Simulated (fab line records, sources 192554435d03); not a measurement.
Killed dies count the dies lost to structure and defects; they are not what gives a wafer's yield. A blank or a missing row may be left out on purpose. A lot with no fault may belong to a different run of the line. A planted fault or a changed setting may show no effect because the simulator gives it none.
Split-lot trial    flow n5-finfet    on a route of 1938 steps: 7 lots, 21 wafers read

ON THE SPLIT
At N5_BEOL_M6_TRENCH_ETCH_37 (etches SiCOH lowk in C4F6/O2, target depth 94.435 nm, time 31.5 s), the setting time-s was moved away from the recipe's 31.5 s on 5 of the 21 wafers read, by -7.1% to +19.7%. For the rest of the wafers, this setting stayed at what the recipe calls for.

FROM THE SPLIT TO THE READING: what the file shows between them, 11 steps
- N5_BEOL_M6_ETCH_41: etches SiCN in CH3F/O2, target depth 29.7 nm, time 52 s
- N5_BEOL_M6_STRIP_80: strips in N2/H2, time 10 s
- N5_BEOL_M6_OCD_MEAS_38
- N5_BEOL_M6_HM_STRIP_39: strips TiN in peroxide tin strip, target depth 25 nm, time 158 s
- N5_BEOL_M6_SRD_40: time 30 s
- N5_BEOL_M6_ECD_50: material Cu, target thk 300 nm
- N5_BEOL_M6_ANNEAL_51: time 90 s
- N5_BEOL_M6_CMP_52: polishes, stops on SiCOH lowk, t overpolish 6.9 s, target thk 80 nm
- N5_BEOL_M6_THK_MEAS_53: measures by xrf
- N5_BEOL_M6_PRE_CLEAN_55: time 15 s
- N5_BEOL_M6_DEP_56: deposits SiCN from 3MS/NH3, target thk 10 nm, time 17.5 s

THE READING
Measured at N5_BEOL_M6_RS_MEAS_57 by four-point probe: M6_RS, in ohm/sq. Fault-free wafers of this fab line usually give 0.287 ohm/sq, standard deviation 0.0071 ohm/sq.

wafer   tool, chamber at the split  time-s as run, s  against the recipe  M6_RS, ohm/sq  against lot-mates on the recipe
L075.2  rie-diel-04, 1              36.2              +14.9%              0.242          -0.042
L075.5  rie-diel-04, 2              31.5              recipe              0.280          -
L075.6  rie-diel-04, 1              31.5              recipe              0.289          -
L076.2  rie-diel-01, 3              31.5              recipe              0.286          -
L076.4  rie-diel-01, 1              31.5              recipe              0.280          -
L076.6  rie-diel-01, 2              31.5              recipe              0.288          -
L084.3  rie-diel-01, 3              31.5              recipe              0.281          -
L084.4  rie-diel-01, 2              31.5              recipe              0.289          -
L084.5  rie-diel-01, 2              31.5              recipe              0.280          -
L088.3  rie-diel-04, 0              31.5              recipe              0.284          -
L088.4  rie-diel-04, 1              31.5              recipe              0.295          -
L088.5  rie-diel-04, 1              29.26             -7.1%               0.321          +0.032
L091.3  rie-diel-01, 0              36.43             +15.7%              0.228          -0.051
L091.5  rie-diel-01, 2              36.43             +15.7%              0.236          -0.043
L091.6  rie-diel-01, 1              31.5              recipe              0.279          -
L093.2  rie-diel-04, 0              31.5              recipe              0.275          -
L093.3  rie-diel-04, 3              31.5              recipe              0.284          -
L093.4  rie-diel-04, 2              37.72             +19.7%              0.228          -0.051
L095.2  rie-diel-06, 3              31.5              recipe              0.287          -
L095.3  rie-diel-06, 2              31.5              recipe              0.284          -
L095.5  rie-diel-06, 2              31.5              recipe              0.288          -

THE FIT
A straight line over all 21 wafers: M6_RS changes by -0.00321 ohm/sq for each +1% of time-s; r = -0.97; the points scatter about the line by 0.0059 ohm/sq.
The same after taking each lot's own level away (the mean of its wafers on the recipe; 21 wafers): -0.00294 ohm/sq for each +1%; r = -0.98; scatter 0.0047 ohm/sq.
On that fit, the largest move of time-s shifts the reading by 0.058 ohm/sq.
From 0.2790 to 0.2895 ohm/sq: that is the span of the lots' own levels, equal to 1.5 times the standard deviation above.
Consequently the slope shifts little with the lot-to-lot level, the two slopes agreeing.
Check: for one of the wafers moved furthest among these (+19.7%), held out of the fit, the line's prediction against its lot-mates is -0.0603 ohm/sq. It came out at -0.0515 ohm/sq against them.

FURTHER SPLITS ON THESE WAFERS
Other splits were also applied to these wafers ahead of the reading. Each is held against what the fit with the lots' levels taken away leaves over:
other split on the same wafers  wafers away from the commonest value  r with M6_RS (lot level and that fit taken away)
N5_BEOL_M5_COAT_05 spin-rpm     2                                     +0.19
N5_BEOL_M5_ETCH_72 source-w     10                                    -0.01
N5_BEOL_M5_SPUTTER_48 time-s    10                                    +0.03

THE WHOLE CHAIN: every reading that the file lists as answering this split, in the file's order
step                       what it does                                                         reading                                                                       change (the file's fit)                r (the file's)
N5_BEOL_M6_TRENCH_ETCH_37  etches SiCOH lowk in C4F6/O2, target depth 94.435 nm, time 31.5 s    etch.depth-nm (the simulator's own value, which no gauge read)                +0.903 nm for each +1% of the setting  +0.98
N5_BEOL_M6_TRENCH_ETCH_37  etches SiCOH lowk in C4F6/O2, target depth 94.435 nm, time 31.5 s    BEOL_M6.feature-depth-nm (the simulator's own value, which no gauge read)     +0.901 nm for each +1% of the setting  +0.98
N5_BEOL_M6_OCD_MEAS_38                                                                          trench-depth-nm                                                               +0.91 nm for each +1% of the setting   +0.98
N5_BEOL_M6_CMP_52          polishes, stops on SiCOH lowk, t overpolish 6.9 s, target thk 80 nm  Cu_of_BEOL_M6_ECD_50.thk-nm (the simulator's own value, which no gauge read)  +0.836 nm for each +1% of the setting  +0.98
N5_BEOL_M6_THK_MEAS_53     measures by xrf                                                      M6_THK                                                                        +0.86 for each +1% of the setting      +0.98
N5_BEOL_M6_RS_MEAS_57      measures by four-point-probe                                         M6_RS                                                                         -0.00287 for each +1% of the setting   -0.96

THE FILE'S OWN FIT
M6_RS changes by -0.00287 ohm/sq for each +1% of time-s, r = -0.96.
